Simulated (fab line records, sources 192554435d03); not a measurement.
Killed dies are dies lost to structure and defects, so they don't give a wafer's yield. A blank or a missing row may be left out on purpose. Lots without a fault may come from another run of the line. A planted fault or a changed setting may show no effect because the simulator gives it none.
A struck lot beside a sound one | flow n5_finfet | 34 steps out of a route of 1938
Sound: wafers L719.4, L719.5, L719.6. Struck: wafers L729.2, L729.5, L729.6. The cause comes at the end.
At each step with rows: each side's tool, then ch and its chambers, then its first start. Under that, the readings that differ: sound wafers | struck wafers | difference of the means | sigmas: that difference in standard deviations of wafers without a fault.
alike: readings whose means differ by less than 2 such deviations, and words and numbers that are the same on both sides. not compared: withheld readings, readings that some wafer has no value for, bounds like >300 that may hide the same value, and numbers for which the record gives no deviation and whose values overlap.
The two part at a step that has a row with sigmas, a row that says differs or no value, or rows on one side only. Numbers that don't overlap but have no deviation are shown without sigmas and don't part them. A reading that every wafer of one side lacks parts them only if that side has two wafers or more.

first, 9 steps without rows for these wafers: N5_BEOL_M10_DESCUM_33 (chemistry O2, time 7.9 s); N5_BEOL_M10_ETCH_65 (etches SiARC in CF4, target depth 39 nm, time 65 s); N5_BEOL_M10_ETCH_66 (etches SOC in N2/H2, target depth 120 nm, overetch 24 nm, time 180 s); N5_BEOL_M10_STRIP_69 (strips in N2/H2); N5_BEOL_M10_VIA_ETCH_34 (etches SiCOH lowk in C4F6/O2, target depth 184.5 nm, time 69.2 s); N5_BEOL_M10_STRIP_73 (strips in C4F6/O2); N5_BEOL_M10_STRIP_36 (strips in N2/H2); N5_BEOL_M10_TRENCH_ETCH_37 (etches SiCOH lowk in C4F6/O2, target depth 148.83 nm, time 48 s); N5_BEOL_M10_ETCH_41 (etches SiCN in CH3F/O2, target depth 42.6 nm, time 86 s).
N5_BEOL_M10_STRIP_77: strips in N2/H2, time 10 s.
  sound on rie_diel-01 ch 1,2,3, day 10 22:47; struck on rie_diel-06 ch 0,2,3, day 13 07:16
  alike: drypump_motor_current_A, n2_flow_sccm, oes_product_au, rf_vpp_V, showerhead_plenum_p_Torr, throttle_valve_pct
  not compared: rf_hours_counter_h
then, 23 steps without rows for these wafers: N5_BEOL_M10_HM_STRIP_39 (strips TiN in peroxide tin strip, target depth 25 nm, time 158 s); N5_BEOL_M10_SRD_40 (time 30 s); N5_BEOL_M10_PRECLEAN_42 (cleans in residue remover, time 60 s); N5_BEOL_M10_SRD_43 (time 30 s); N5_BEOL_M10_CURE_72 (cures SiCOH lowk, time 120 s); N5_BEOL_M10_DEGAS_44 (time 60 s); N5_BEOL_M10_PRE_CLEAN_45 (time 30 s); N5_BEOL_M10_ALD_74 (deposits TaN, target thk 2 nm, pulse time 2 s, purge time 3 s); N5_BEOL_M10_SURFACE_TREAT_76; N5_BEOL_M10_CVD_75 (deposits Co from CCTBA/H2, target thk 2 nm, time 138.9 s); N5_BEOL_M10_SPUTTER_48 (material Cu, target thk 12 nm, time 2 s); N5_BEOL_M10_ECD_50 (material Cu, target thk 318 nm); N5_BEOL_M10_ANNEAL_51 (time 90 s); N5_BEOL_M10_CMP_52 (polishes, stops on SiCOH lowk, t overpolish 7 s, target thk 140 nm); N5_BEOL_M10_PRE_CLEAN_55 (time 15 s); N5_BEOL_M10_DEP_56 (deposits SiCN from 3MS/NH3, target thk 15 nm, time 26.5 s); N5_BEOL_M11_ILD_DEP_00 (deposits SiCOH lowk from DEMS/porogen, target thk 308.51 nm, time 58 s); N5_BEOL_M11_CURE_71 (cures SiCOH lowk, time 240 s); N5_BEOL_M11_PECVD_70 (deposits SiO2 from TEOS/O2, target thk 20 nm, time 22.7 s); N5_BEOL_M11_HM_DEP_02 (deposits TiN, target thk 20 nm); N5_BEOL_M11_COAT_59 (time 60 s, resist thk 100 nm); N5_BEOL_M11_COAT_60 (time 60 s, resist thk 30 nm); N5_BEOL_M11_COAT_05 (resist thk 90 nm).
-- the record jumps here: 2 days lie between the struck wafers' starts before and after (it left off in module BEOL_M11 and takes up again in module PASSIVATION, whose first step shown is number 1936 of the route) --
N5_PASSIVATION_PROBE_49:
  sound on prober-01, day 13 02:59; struck on prober-01, day 15 10:43
  reading                  | sound          | struck         | difference | sigmas
  defect_limited_yield (%) | 90.9 90.8 90.7 | 84.3 82.9 81.4 | -7.9       | -6
  killed_at_M4_up          | 18 14 13       | 116 110 143    | +108       | +22
  killed_dies              | 107 109 110    | 185 202 219    | +93        | +6
  killed_on_rim            | 10 16 11       | 29 30 33       | +18        | +5
  sort_bin_5_function (%)  | 5.8 5.2 5.5    | 10.0 10.8 12.3 | +5.5       | +6
  sort_n_pass              | 1073 1071 1070 | 995 978 961    | -93        | -6
  sort_yield_pct (%)       | 90.9 90.8 90.7 | 84.3 82.9 81.4 | -7.9       | -6
  alike: killed_at_M0_to_M3, killed_at_contacts, killed_at_front_end, killed_at_other, killed_open, killed_short, sort_bin_6_memory

WHERE THEY PART
Only at N5_PASSIVATION_PROBE_49, within this record.

WHY: what the simulator had put in
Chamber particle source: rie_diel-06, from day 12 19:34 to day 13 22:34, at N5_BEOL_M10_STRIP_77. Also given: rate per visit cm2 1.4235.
